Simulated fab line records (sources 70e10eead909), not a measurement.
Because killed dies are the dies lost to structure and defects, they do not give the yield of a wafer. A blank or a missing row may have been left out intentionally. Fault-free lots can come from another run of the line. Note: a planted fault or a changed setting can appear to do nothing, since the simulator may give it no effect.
fab line records	flow nand_harc
record: lots: 24	wafers: 72	last_day: 25
route steps=1159 shown A_CONTACT@949 A_BLC@975 A_M0@1014 A_M1@1037
lots with no fault: from the same line, run without faults
start_h: the number of hours between the record's first day and the start of the first shown wafer of the lot	wait_h: hours since the lot's step before	" unchanged from the row above	L1.1+2: a row that stands for several wafers	- no value, or no start given	* or withheld: withheld	< > ~ a bound
route shown NAME@n: a module of which the file shows steps, and the number in the route of the first	usual: mean and standard deviation over wafers with no fault	same: alike in all rows	chamber/n: place in a boat	sites: each site's reading	_std_site: the values' standard deviation	_edge_site: outer sites' mean less inner sites'	radius_mm: how far each site lies from the wafer's centre	mask NAME#n: copy n	behind: the last tool/chamber to shape the wafer	hold: cause of the lot's hold/its duration in hours/its outcome	device: names the non-switching transistor (n, p or np)	end of line: tests of these same wafers at the route's end	for a step that has no rows: nothing shown but its recipe	killed: dies lost to structure and defects at the first sort, not the wafer's yield	map: dies across one wafer; x = killed, . = not, _ = none there
set.NAME: setting as actually run; set.NAME@STEP: the setting as run at that earlier step	model.NAME: the simulator's own value behind a step, which no gauge read
one table for each step of the route and one row for each wafer, over a sample of lots
services: when a tool's chamber went out of use (start_h, in hours from the record's first day, below 0 if earlier), for how many hours, and the reason
== steps ==
step: NHARC_A_CONTACT_ETCH_92
recipe: target_depth_a: 400	over_etch_frac: 0.5	time_s: 85.7	ion_energy_ev: 120	ch3f_flow_sccm: 50	o2_flow_sccm: 30	ar_flow_sccm: 200	rf_w: 500	bias_w: 100	chemistry: CH3F/O2
usual: drypump_motor_current_A: 5.9/0.6	mfc_ar_sccm: 200.0/0.68	oes_product_au: 0.94/0.035	rf_vpp_V: 244.2/1.9	showerhead_plenum_p_Torr: 2.44/0.12	throttle_valve_pct: 20.663/0.0087
lot.wafer	tool	chamber	start_h	wait_h	drypump_motor_current_A	mfc_ar_sccm	oes_product_au	rf_hours_counter_h	rf_vpp_V	showerhead_plenum_p_Torr	throttle_valve_pct
L074.2	rie_diel-13	1	387.81	0.4	5.3	200.0	0.93	39	244.8	2.55	20.670
L074.3	"	0	"	"	5.5	199.6	0.92	44	246.4	2.62	20.666
L074.5	"	2	"	"	6.5	199.4	0.94	-	241.2	2.28	20.655
L077.2	rie_diel-11	2	388.47	0.3	4.8	200.5	0.90	4	242.2	2.38	20.669
L077.3	"	3	"	"	6.3	199.9	0.94	4	243.5	2.40	20.659
L077.6	"	2	"	"	4.8	199.5	0.90	-	242.3	2.38	20.655
L075.4	rie_diel-11	2	391.73	0.3	4.8	198.9	0.91	4	242.0	2.38	20.682
L075.3	"	3	"	"	6.4	200.8	0.94	5	243.1	2.40	20.657
L075.2	"	0	"	"	5.9	200.9	0.92	4	246.1	2.60	20.668
L076.3	rie_diel-11	3	396.97	0.3	6.3	200.3	0.94	6	242.4	2.40	20.654
L076.1	"	1	"	"	6.6	199.6	0.91	5	243.9	2.47	20.665
L076.6	"	3	"	"	6.3	201.0	0.93	-	244.8	2.40	20.669
L078.1	rie_diel-11	1	400.66	0.4	6.6	199.8	0.92	5	246.4	2.47	20.663
L078.3	"	2	"	"	4.8	200.3	0.89	5	242.7	2.38	20.659
L078.5	"	1	"	"	6.6	199.7	0.92	-	244.7	2.47	20.654
L079.1	rie_diel-12	1	426.93	0.4	6.1	199.3	0.94	14	243.5	2.36	20.662
L079.5	"	3	"	"	6.0	200.1	0.93	-	242.1	2.29	20.647
L079.6	"	1	"	"	6.0	199.9	0.95	-	242.9	2.36	20.668
L084.4	rie_diel-11	1	431.62	0.3	6.6	198.3	0.92	12	246.9	2.47	20.667
L084.3	"	3	"	"	6.3	200.8	0.93	11	244.0	2.40	20.658
L084.6	"	1	"	"	6.6	199.1	0.93	-	244.1	2.47	20.674
L080.4	rie_diel-12	2	441.18	0.3	6.2	199.4	0.93	16	241.9	2.29	20.663
L080.6	"	3	"	"	6.0	200.0	0.92	-	242.2	2.29	20.660
L080.5	"	0	"	"	5.1	200.5	0.93	-	247.6	2.63	20.655
L082.1	rie_diel-12	2	442.62	0.3	6.2	199.5	0.94	16	241.9	2.29	20.655
L082.4	"	3	"	"	6.0	200.2	0.93	17	241.8	2.29	20.658
L082.5	"	3	"	"	6.0	200.4	0.92	-	243.3	2.29	20.649
L083.1	rie_diel-13	3	444.57	0.5	6.3	199.8	0.94	64	245.0	2.54	20.656
L083.2	"	0	"	"	5.5	200.2	0.95	66	246.8	2.61	20.670
L083.6	"	1	"	"	5.3	200.2	0.93	-	245.3	2.54	20.664
L081.4	rie_diel-12	3	445.88	0.3	6.0	199.8	1.00	19	241.6	2.29	20.656
L081.3	"	0	"	"	5.2	201.0	1.02	19	246.5	2.63	20.669
L081.6	"	1	"	"	6.0	200.8	1.00	-	243.0	2.36	20.665
L085.3	rie_diel-11	0	454.23	0.3	5.9	199.0	0.91	16	245.8	2.59	20.672
L085.2	"	1	"	"	6.6	200.2	0.92	17	243.7	2.47	20.660
L085.6	"	0	"	"	6.0	198.8	0.92	-	245.5	2.59	20.668
L086.3	rie_diel-11	2	454.51	0.3	4.8	199.2	0.90	16	244.7	2.38	20.661
L086.2	"	1	"	"	6.6	199.9	0.92	17	243.8	2.47	20.658
L086.5	"	2	"	"	4.8	200.4	0.90	-	243.8	2.38	20.668
L087.4	rie_diel-12	0	457.70	0.3	5.1	198.9	0.94	25	246.9	2.62	20.664
L087.6	"	2	"	"	6.2	200.1	0.93	-	241.3	2.28	20.665
L087.5	"	3	"	"	6.0	200.1	0.91	-	241.0	2.29	20.655
L088.2	rie_diel-11	0	467.26	0.4	5.9	199.8	0.98	19	247.1	2.59	20.663
L088.4	"	1	"	"	6.6	199.9	0.99	19	244.0	2.47	20.675
L088.5	"	1	"	"	6.6	199.4	0.99	-	242.6	2.47	20.674
L089.1	rie_diel-11	1	484.50	0.4	6.6	198.9	0.92	23	244.4	2.46	20.659
L089.4	"	3	"	"	6.3	199.4	0.95	21	243.9	2.39	20.674
L089.3	"	0	"	"	6.0	200.6	0.92	23	246.9	2.59	20.671
L091.4	rie_diel-13	3	486.79	0.3	6.3	200.3	0.94	11	246.2	2.53	20.673
L091.5	"	3	"	"	6.3	200.9	0.95	-	246.4	2.53	20.659
L091.6	"	0	"	"	5.5	200.9	0.94	-	247.7	2.60	20.675
L090.3	rie_diel-12	1	488.88	0.3	6.0	199.5	0.93	37	243.3	2.35	20.658
L090.6	"	1	"	"	6.0	200.3	0.93	-	242.8	2.35	20.663
L090.5	"	2	"	"	6.2	199.4	0.92	-	240.7	2.28	20.663
L092.4	rie_diel-11	0	490.98	0.4	5.9	200.4	0.90	25	245.7	2.59	20.669
L092.3	"	1	"	"	6.6	198.8	0.91	25	243.5	2.46	20.677
L092.6	"	2	"	"	4.8	201.1	0.90	-	242.0	2.37	20.665
L093.4	rie_diel-11	2	494.58	0.2	4.8	200.7	0.92	24	243.9	2.37	20.654
L093.1	"	0	"	"	5.9	199.7	0.90	25	245.3	2.59	20.664
L093.3	"	1	"	"	6.6	200.0	0.93	26	242.7	2.46	20.660
L094.4	rie_diel-11	2	496.17	0.3	4.8	199.1	0.97	24	243.0	2.37	20.647
L094.6	"	2	"	"	4.8	198.9	0.98	-	243.4	2.37	20.659
L094.5	"	3	"	"	6.3	200.7	1.02	-	245.1	2.39	20.656
L095.1	rie_diel-13	0	526.36	0.4	5.5	200.3	1.01	24	246.0	2.59	20.654
L095.6	"	3	"	"	6.3	199.8	1.01	-	245.2	2.53	20.662
L095.5	"	0	"	"	5.5	199.8	1.02	-	246.9	2.59	20.670
L097.1	rie_diel-13	0	526.58	0.4	5.5	200.5	1.02	24	245.8	2.59	20.665
L097.3	"	2	"	"	6.4	200.1	1.01	24	247.4	2.65	20.660
L097.6	"	0	"	"	5.5	199.2	1.02	-	246.7	2.60	20.673
L096.2	rie_diel-12	1	528.14	0.3	6.1	199.0	0.93	53	242.6	2.35	20.660
L096.4	"	2	"	"	6.2	199.7	0.92	53	242.9	2.27	20.674
L096.1	"	3	"	"	6.0	199.1	0.91	56	242.2	2.27	20.674
step: NHARC_A_CONTACT_STRIP_26
recipe: o2_flow_sccm: 500	ar_flow_sccm: 0	bias_w: 0	chemistry: O2
usual: drypump_motor_current_A: 5.9/0.61	mfc_ar_sccm: 0.005/0.0081	oes_product_au: 0.998/0.017	rf_vpp_V: 57.7/0.96	showerhead_plenum_p_Torr: 3.52/0.16	throttle_valve_pct: 17.036/0.0089
lot.wafer	tool	chamber	start_h	wait_h	drypump_motor_current_A	mfc_ar_sccm	oes_product_au	rf_hours_counter_h	rf_vpp_V	showerhead_plenum_p_Torr	throttle_valve_pct
L074.3	rie_diel-11	2	-	-	4.8	0	0.974	4	56.7	3.42	17.031
L074.2	"	3	"	"	6.3	0	1.005	4	56.7	3.45	17.025
L074.5	"	2	"	"	4.8	0	0.980	-	57.7	3.42	17.040
L077.2	rie_diel-11	2	-	-	4.8	0	0.975	4	57.8	3.42	17.031
L077.3	"	1	"	"	6.6	0.001	0.991	4	59.1	3.55	17.052
L077.6	"	3	"	"	6.3	0	1.011	-	56.5	3.45	17.033
L075.4	rie_diel-11	2	-	-	4.8	0	0.973	5	57.4	3.42	17.027
L075.2	"	3	"	"	6.3	0	1.023	5	57.5	3.45	17.037
L075.3	"	1	"	"	6.6	0.001	0.996	4	57.7	3.55	17.027
L076.1	rie_diel-11	1	-	-	6.6	0.001	1.001	5	56.2	3.55	17.031
L076.3	"	3	"	"	6.3	0	1.014	6	58.1	3.45	17.036
L076.6	"	1	"	"	6.6	0.001	0.986	-	57.8	3.55	17.029
L078.1	rie_diel-13	3	-	-	6.4	0.011	1.014	48	58.5	3.65	17.033
L078.3	"	1	"	"	5.3	0	1.008	43	58.0	3.65	17.049
L078.5	"	3	"	"	6.3	0.011	1.009	-	58.4	3.65	17.025
L079.1	rie_diel-11	2	-	-	4.8	0	0.975	10	57.4	3.42	17.027
L079.5	"	3	"	"	6.2	0	1.018	-	58.6	3.44	17.030
L079.6	"	0	"	"	5.9	0.016	0.975	-	58.9	3.72	17.051
L084.4	rie_diel-12	1	-	-	6.0	0	1.015	16	57.1	3.39	17.028
L084.3	"	2	"	"	6.2	0	0.998	15	56.7	3.29	17.029
L084.6	"	0	"	"	5.2	0	1.013	-	59.8	3.76	17.034
L080.4	rie_diel-13	3	-	-	6.3	0.011	1.023	63	58.0	3.64	17.031
L080.5	"	0	"	"	5.5	0.012	1.015	-	58.9	3.73	17.032
L080.6	"	1	"	"	5.3	0	1.015	-	58.8	3.64	17.032
L082.4	rie_diel-13	0	-	-	5.5	0.012	1.017	65	58.5	3.73	17.040
L082.1	"	1	"	"	5.3	0	1.006	61	58.2	3.64	17.037
L082.5	"	0	"	"	5.5	0.012	1.020	-	57.7	3.73	17.039
L083.2	rie_diel-11	0	-	-	5.9	0.016	0.985	14	58.6	3.72	17.042
L083.1	"	2	"	"	4.8	0	0.967	14	58.1	3.42	17.029
L083.6	"	1	"	"	6.7	0.001	0.999	-	58.2	3.54	17.035
L081.4	rie_diel-13	0	-	-	5.5	0.012	1.020	67	57.7	3.73	17.040
L081.3	"	1	"	"	5.3	0	1.001	62	57.4	3.64	17.036
L081.6	"	3	"	"	6.3	0.011	1.016	-	58.8	3.64	17.035
L085.3	rie_diel-12	2	-	-	6.2	0	1.007	24	57.6	3.29	17.033
L085.2	"	0	"	"	5.1	0	1.011	24	57.7	3.76	17.040
L085.6	"	1	"	"	6.0	0	1.000	-	57.0	3.39	17.043
L086.3	rie_diel-11	2	-	-	4.8	0	0.979	16	56.0	3.42	17.033
L086.2	"	0	"	"	5.9	0.016	0.985	17	57.9	3.71	17.032
L086.5	"	2	"	"	4.8	0	0.988	-	56.9	3.42	17.059
L087.4	rie_diel-11	2	-	-	4.8	0	0.982	17	56.9	3.42	17.047
L087.6	"	2	"	"	4.8	0	0.966	-	59.4	3.42	17.037
L087.5	"	3	"	"	6.3	0	1.023	-	57.2	3.44	17.043
L088.4	rie_diel-12	0	-	-	5.1	0	1.015	30	58.1	3.75	17.028
L088.2	"	1	"	"	6.1	0	1.009	28	57.9	3.38	17.036
L088.5	"	0	"	"	5.2	0	1.032	-	58.4	3.76	17.022
L089.4	rie_diel-11	3	-	-	6.3	0	1.007	21	57.2	3.44	17.028
L089.3	"	0	"	"	5.9	0.016	0.979	23	57.6	3.71	17.046
L089.1	"	2	"	"	4.8	0	0.967	22	58.3	3.41	17.041
L091.4	rie_diel-12	3	-	-	6.0	0	0.999	38	54.9	3.28	17.035
L091.6	"	1	"	"	6.1	0	1.000	-	57.7	3.38	17.034
L091.5	"	2	"	"	6.2	0	1.003	-	56.5	3.28	17.025
L090.3	rie_diel-11	2	-	-	4.8	0	0.970	24	57.2	3.41	17.043
L090.5	"	0	"	"	5.9	0.016	0.982	-	59.1	3.71	17.037
L090.6	"	1	"	"	6.6	0.001	0.994	-	57.5	3.54	17.059
L092.3	rie_diel-11	1	-	-	6.6	0.001	0.988	25	57.6	3.54	17.054
L092.4	"	0	"	"	6.0	0.016	0.977	25	58.2	3.71	17.040
L092.6	"	1	"	"	6.6	0.001	0.993	-	59.2	3.54	17.055
L093.1	rie_diel-11	1	-	-	6.6	0.001	0.985	26	57.7	3.54	17.032
L093.3	"	2	"	"	4.8	0	0.975	24	57.0	3.41	17.030
L093.4	"	3	"	"	6.3	0	1.015	24	59.1	3.44	17.047
L094.4	rie_diel-11	1	-	-	6.6	0.001	0.992	26	57.9	3.53	17.043
L094.5	"	1	"	"	6.6	0.001	0.982	-	57.2	3.54	17.024
L094.6	"	2	"	"	4.8	0	0.974	-	56.2	3.41	17.043
L095.1	rie_diel-12	1	-	-	6.0	0	0.994	53	58.0	3.37	17.030
L095.6	"	0	"	"	5.2	0	1.006	-	58.7	3.75	17.033
L095.5	"	1	"	"	6.0	0	1.000	-	57.8	3.37	17.035
L097.3	rie_diel-12	0	-	-	5.2	0	1.006	46	56.8	3.75	17.033
L097.1	"	3	"	"	6.0	0	0.991	56	56.8	3.27	17.035
L097.6	"	0	"	"	5.2	0	1.016	-	58.9	3.75	17.055
L096.2	rie_diel-13	3	-	-	6.3	0.011	1.006	26	56.8	3.62	17.042
L096.4	"	0	"	"	5.5	0.012	1.024	25	57.7	3.72	17.040
L096.1	"	1	"	"	5.3	0	0.998	24	57.1	3.62	17.025
step: NHARC_A_BLC_OVL_MEAS_11
usual: overlay_x_nm: -0.1/1.2	overlay_y_nm: 0.1/0.83
lot.wafer	tool	chamber	start_h	wait_h	overlay_x_nm	overlay_y_nm
L074.2	overlay-01	-	395.29	-	-1.3	0.8
L074.3	"	-	"	"	-1.3	0.5
L074.5	"	-	"	"	-1.6	0.3
L077.2	overlay-02	-	396.45	-	0.4	1.3
L077.3	"	-	"	"	0.2	0.6
L077.6	"	-	"	"	0.4	1.2
L075.2	overlay-01	-	397.84	-	-1.6	1.1
L075.3	"	-	"	"	-1.3	0.7
L075.4	"	-	"	"	-1.9	0.4
L076.1	overlay-02	-	400.23	-	-1.1	-0.5
L076.3	"	-	"	"	-0.9	-0.8
L076.6	"	-	"	"	-1.1	-0.2
L078.1	overlay-02	-	403.91	-	1.0	-1.0
L078.3	"	-	"	"	0.3	-0.8
L078.5	"	-	"	"	0.9	-0.6
L079.1	overlay-02	-	431.52	-	-1.8	1.4
L079.5	"	-	"	"	-1.8	0.6
L079.6	"	-	"	"	-1.7	1.0
L084.3	overlay-02	-	436.50	-	0.1	-0.6
L084.4	"	-	"	"	0.6	-0.1
L084.6	"	-	"	"	1.0	-0.2
L080.4	overlay-01	-	444.61	-	-0.6	0.8
L080.5	"	-	"	"	-0.6	0.6
L080.6	"	-	"	"	-0.3	0.4
L082.1	overlay-02	-	447.61	-	0.2	0.2
L082.4	"	-	"	"	0.1	0.9
L082.5	"	-	"	"	-0.7	0.8
L083.1	overlay-01	-	448.56	-	1.6	-0.9
L083.2	"	-	"	"	1.8	-1.0
L083.6	"	-	"	"	2.0	-0.9
L081.3	overlay-02	-	449.67	-	-1.6	1.0
L081.4	"	-	"	"	-1.0	1.7
L081.6	"	-	"	"	-1.4	0.6
L085.2	overlay-02	-	457.96	-	0.7	-1.6
L085.3	"	-	"	"	0.5	-0.8
L085.6	"	-	"	"	0.6	-1.3
L086.2	overlay-02	-	458.12	-	-0.4	1.1
L086.3	"	-	"	"	-0.2	1.5
L086.5	"	-	"	"	-0.7	1.5
L087.4	overlay-01	-	463.73	-	1.1	0.5
L087.5	"	-	"	"	1.0	0.8
L087.6	"	-	"	"	0.9	0.4
L088.2	overlay-02	-	470.61	-	0.2	-0.3
L088.4	"	-	"	"	1.1	-0.3
L088.5	"	-	"	"	0.4	0.5
L089.1	overlay-01	-	490.35	-	3.0	-0.7
L089.3	"	-	"	"	2.0	-0.2
L089.4	"	-	"	"	2.6	-0.7
L091.4	overlay-01	-	491.23	-	0.7	-0.4
L091.5	"	-	"	"	0.1	-0.3
L091.6	"	-	"	"	0.4	-0.5
L090.3	overlay-02	-	492.37	-	0.8	-0.1
L090.5	"	-	"	"	0.5	-0.4
L090.6	"	-	"	"	0.6	-0.6
L092.3	overlay-02	-	496.98	-	-0.6	-0.5
L092.4	"	-	"	"	-0.8	0.3
L092.6	"	-	"	"	-0.2	-0.1
L093.1	overlay-01	-	502.10	-	-2.4	-1.3
L093.3	"	-	"	"	-2.3	-1.6
L093.4	"	-	"	"	-2.2	-0.9
L094.4	overlay-02	-	503.39	-	-0.7	1.3
L094.5	"	-	"	"	-0.6	1.2
L094.6	"	-	"	"	-0.2	1.2
L095.1	overlay-02	-	529.77	-	0.0	0.5
L095.5	"	-	"	"	-0.3	-0.3
L095.6	"	-	"	"	-0.6	0.4
L097.1	overlay-02	-	530.44	-	-0.1	-0.6
L097.3	"	-	"	"	0.1	-0.4
L097.6	"	-	"	"	-0.1	-0.6
L096.1	overlay-02	-	531.40	-	0.2	1.0
L096.2	"	-	"	"	0.6	0.6
L096.4	"	-	"	"	0.6	0.3
step: NHARC_A_M0_PRE_CLEAN_29
recipe: time_s: 30	temp_c: 280	gas: H2/He
usual: heater_power_w: 423/47
lot.wafer	tool	chamber	start_h	wait_h	heater_power_w
L074.3	pvd_sputter-03	-	-	-	399
L074.2	"	-	"	"	440
L074.5	"	-	"	"	326
L077.3	pvd_sputter-03	-	-	-	410
L077.2	"	-	"	"	455
L077.6	"	-	"	"	404
L075.4	pvd_sputter-03	-	-	-	408
L075.2	"	-	"	"	437
L075.3	"	-	"	"	453
L076.3	pvd_sputter-03	-	-	-	335
L076.1	"	-	"	"	406
L076.6	"	-	"	"	333
L078.1	pvd_sputter-03	-	-	-	325
L078.3	"	-	"	"	406
L078.5	"	-	"	"	405
L079.1	pvd_sputter-02	-	-	-	538
L079.6	"	-	"	"	379
L079.5	"	-	"	"	517
L084.4	pvd_sputter-03	-	-	-	447
L084.3	"	-	"	"	459
L084.6	"	-	"	"	413
L080.4	pvd_sputter-01	-	-	-	420
L080.6	"	-	"	"	434
L080.5	"	-	"	"	396
L082.1	pvd_sputter-01	-	-	-	395
L082.4	"	-	"	"	427
L082.5	"	-	"	"	432
L083.2	pvd_sputter-01	-	-	-	404
L083.1	"	-	"	"	428
L083.6	"	-	"	"	429
L081.4	pvd_sputter-01	-	-	-	435
L081.3	"	-	"	"	403
L081.6	"	-	"	"	424
L085.3	pvd_sputter-02	-	-	-	407
L085.2	"	-	"	"	391
L085.6	"	-	"	"	385
L086.3	pvd_sputter-02	-	-	-	522
L086.2	"	-	"	"	487
L086.5	"	-	"	"	532
L087.4	pvd_sputter-01	-	-	-	438
L087.6	"	-	"	"	436
L087.5	"	-	"	"	412
L088.2	pvd_sputter-02	-	-	-	398
L088.4	"	-	"	"	465
L088.5	"	-	"	"	412
L089.1	pvd_sputter-01	-	-	-	407
L089.4	"	-	"	"	423
L089.3	"	-	"	"	412
L091.4	pvd_sputter-03	-	-	-	416
L091.5	"	-	"	"	409
L091.6	"	-	"	"	435
L090.3	pvd_sputter-01	-	-	-	424
L090.5	"	-	"	"	393
L090.6	"	-	"	"	431
L092.4	pvd_sputter-02	-	-	-	468
L092.3	"	-	"	"	394
L092.6	"	-	"	"	413
L093.3	pvd_sputter-01	-	-	-	412
L093.1	"	-	"	"	396
L093.4	"	-	"	"	419
L094.4	pvd_sputter-02	-	-	-	410
L094.5	"	-	"	"	541
L094.6	"	-	"	"	471
L097.3	pvd_sputter-02	-	-	-	476
L097.1	"	-	"	"	386
L097.6	"	-	"	"	406
L095.1	pvd_sputter-01	-	-	-	427
L095.6	"	-	"	"	386
L095.5	"	-	"	"	427
L096.1	pvd_sputter-02	-	-	-	479
L096.4	"	-	"	"	395
L096.2	"	-	"	"	392
step: NHARC_A_M0_DEP_32
recipe: target_thk_a: 300	temp_c: 370	target_thk_nm: 30	pressure_torr: 3	flow_sccm: 200	rf_w: 450	material: SiCN
usual: heater_power_w: 567/62
lot.wafer	tool	chamber	start_h	wait_h	heater_power_w
L074.2	pecvd-02	0	402.18	0.1	495
L074.3	"	2	"	"	734
L074.5	"	0	"	"	502
L077.2	pecvd-02	0	403.69	0.1	578
L077.3	"	1	"	"	561
L077.6	"	0	"	"	475
L075.2	pecvd-04	0	404.81	0.1	539
L075.3	"	2	"	"	548
L075.4	"	2	"	"	541
L076.3	pecvd-02	2	407.85	0.1	729
L076.1	"	0	"	"	564
L076.6	"	1	"	"	555
L078.1	pecvd-04	0	413.28	0.1	508
L078.3	"	1	"	"	579
L078.5	"	0	"	"	516
L079.1	pecvd-01	1	440.43	0.1	576
L079.5	"	1	"	"	557
L079.6	"	2	"	"	520
L084.3	pecvd-01	1	445.55	0.1	565
L084.6	"	2	"	"	572
L084.4	"	1	"	"	566
L080.6	pecvd-01	1	452.07	0.2	653
L080.4	"	2	"	"	481
L080.5	"	0	"	"	627
L082.1	pecvd-01	2	454.79	0.1	520
L082.4	"	1	"	"	616
L082.5	"	2	"	"	500
L083.1	pecvd-04	0	455.66	0.1	495
L083.2	"	1	"	"	591
L083.6	"	0	"	"	494
L081.3	pecvd-04	2	460.39	0.1	512
L081.6	"	1	"	"	576
L081.4	"	2	"	"	515
L085.3	pecvd-04	0	467.08	0.1	554
L085.2	"	1	"	"	630
L085.6	"	1	"	"	501
L086.3	pecvd-02	0	467.45	0.1	493
L086.2	"	2	"	"	641
L086.5	"	2	"	"	655
L087.5	pecvd-01	2	470.80	0.2	520
L087.4	"	0	"	"	559
L087.6	"	1	"	"	534
L088.2	pecvd-04	0	477.77	0.1	545
L088.4	"	2	"	"	541
L088.5	"	0	"	"	553
L089.1	pecvd-01	0	501.34	0.1	508
L089.3	"	2	"	"	574
L089.4	"	1	"	"	588
L090.3	pecvd-02	0	502.45	0.1	534
L090.6	"	0	"	"	536
L090.5	"	2	"	"	622
L091.5	pecvd-01	0	502.54	0.2	597
L091.6	"	1	"	"	538
L091.4	"	2	"	"	565
L092.3	pecvd-04	0	512.08	0.1	518
L092.6	"	1	"	"	615
L092.4	"	0	"	"	529
L093.1	pecvd-04	0	514.10	0.1	444
L093.3	"	1	"	"	616
L093.4	"	1	"	"	631
L094.6	pecvd-04	0	515.35	0.2	540
L094.4	"	1	"	"	609
L094.5	"	2	"	"	527
L097.3	pecvd-01	2	543.30	0.1	494
L097.1	"	0	"	"	583
L097.6	"	1	"	"	652
L095.1	pecvd-04	1	543.37	0.1	579
L095.6	"	1	"	"	587
L095.5	"	0	"	"	488
L096.1	pecvd-02	0	547.11	0.1	609
L096.2	"	1	"	"	565
L096.4	"	2	"	"	740
step: NHARC_A_M1_OVL_MEAS_10
recipe: pitch_nm: 240
usual: overlay_x_nm: 0.2/1	overlay_y_nm: 0.4/0.77
lot.wafer	tool	chamber	start_h	wait_h	overlay_x_nm	overlay_y_nm
L074.2	overlay-01	-	403.42	-	0.2	1.1
L074.3	"	-	"	"	-0.6	0.8
L074.5	"	-	"	"	0.4	0.8
L077.2	overlay-02	-	404.88	-	2.2	1.9
L077.3	"	-	"	"	2.5	1.6
L077.6	"	-	"	"	2.3	1.7
L075.2	overlay-02	-	406.03	-	-0.8	1.1
L075.3	"	-	"	"	-1.3	1.4
L075.4	"	-	"	"	-1.0	1.2
L076.1	overlay-01	-	409.07	-	-0.7	0.9
L076.3	"	-	"	"	-0.9	0.9
L076.6	"	-	"	"	-1.6	1.0
L078.1	overlay-01	-	414.45	-	-0.4	0.1
L078.3	"	-	"	"	-1.0	0.0
L078.5	"	-	"	"	-1.1	0.9
L079.1	overlay-02	-	441.64	-	0.2	0.6
L079.5	"	-	"	"	0.7	0.8
L079.6	"	-	"	"	0.3	0.7
L084.3	overlay-02	-	446.80	-	-0.2	-0.3
L084.4	"	-	"	"	-0.1	0.2
L084.6	"	-	"	"	0.0	0.1
L080.4	overlay-02	-	453.30	-	0.4	0.0
L080.5	"	-	"	"	0.0	-0.1
L080.6	"	-	"	"	-0.5	0.2
L082.1	overlay-01	-	456.03	-	0.7	0.1
L082.4	"	-	"	"	0.7	0.3
L082.5	"	-	"	"	0.9	0.3
L083.1	overlay-01	-	456.97	-	2.6	0.0
L083.2	"	-	"	"	2.5	-0.3
L083.6	"	-	"	"	2.3	-0.1
L081.3	overlay-01	-	461.66	-	1.4	-1.1
L081.4	"	-	"	"	1.3	-0.6
L081.6	"	-	"	"	1.1	-1.1
L085.2	overlay-01	-	468.41	-	1.2	-0.4
L085.3	"	-	"	"	1.5	0.1
L085.6	"	-	"	"	1.1	-0.5
L086.2	overlay-02	-	468.79	-	-0.1	0.1
L086.3	"	-	"	"	-0.3	-0.2
L086.5	"	-	"	"	-0.1	0.2
L087.4	overlay-01	-	471.93	-	0.5	-0.3
L087.5	"	-	"	"	0.9	-0.1
L087.6	"	-	"	"	0.5	0.2
L088.2	overlay-02	-	479.03	-	-0.3	1.3
L088.4	"	-	"	"	-0.6	1.4
L088.5	"	-	"	"	-0.4	1.5
L089.1	overlay-01	-	502.78	-	0.7	0.4
L089.3	"	-	"	"	0.3	0.5
L089.4	"	-	"	"	0.2	0.3
L091.4	overlay-01	-	503.72	-	-0.7	0.5
L091.5	"	-	"	"	-1.0	1.3
L091.6	"	-	"	"	-1.0	0.8
L090.3	overlay-02	-	503.75	-	0.1	0.0
L090.5	"	-	"	"	0.3	0.2
L090.6	"	-	"	"	0.4	-0.1
L092.3	overlay-02	-	513.33	-	-1.4	1.1
L092.4	"	-	"	"	-1.2	1.4
L092.6	"	-	"	"	-1.9	1.4
L093.1	overlay-01	-	515.43	-	0.5	0.3
L093.3	"	-	"	"	0.8	0.4
L093.4	"	-	"	"	0.5	0.4
L094.4	overlay-01	-	516.48	-	0.4	1.8
L094.5	"	-	"	"	1.0	2.1
L094.6	"	-	"	"	0.7	1.3
L097.1	overlay-01	-	544.49	-	-1.5	-1.2
L097.3	"	-	"	"	-0.8	-1.3
L097.6	"	-	"	"	-1.0	-1.0
L095.1	overlay-02	-	544.72	-	0.8	-0.2
L095.5	"	-	"	"	0.5	0.2
L095.6	"	-	"	"	0.5	-0.9
L096.1	overlay-01	-	548.42	-	-0.6	0.6
L096.2	"	-	"	"	0.2	0.9
L096.4	"	-	"	"	-0.3	0.3
== services ==
tool	chamber	start_h	hours	kind
rie_diel-11	-	366.64	9.0	pm
rie_diel-11	0	366.64	9.0	vent_cycle
rie_diel-11	1	366.64	9.0	vent_cycle
rie_diel-11	2	366.64	9.0	vent_cycle
rie_diel-11	3	366.64	9.0	vent_cycle
rie_diel-11	0	375.64	-	clean
pecvd-04	-	376.11	13.0	pm
rie_diel-12	-	379.58	9.0	pm
pvd_sputter-02	-	392.04	10.0	pm
pecvd-04	0	416.91	15.0	repair
pecvd-01	-	418.20	13.0	pm
pecvd-02	1	422.53	6.2	repair
rie_diel-12	0	424.00	7.0	repair
rie_diel-11	-	432.78	0.4	repair
rie_diel-12	1	447.06	3.3	repair
rie_diel-13	-	453.00	9.0	pm
pvd_sputter-03	-	458.00	10.0	pm
pecvd-04	-	490.51	1.0	repair
rie_diel-12	0	491.23	22.6	repair
pvd_sputter-01	-	514.03	10.0	pm
pecvd-02	-	515.35	13.0	pm
rie_diel-13	3	532.78	8.0	repair
rie_diel-11	-	543.64	9.0	pm
pvd_sputter-03	-	544.72	2.2	repair
== key ==
fault none
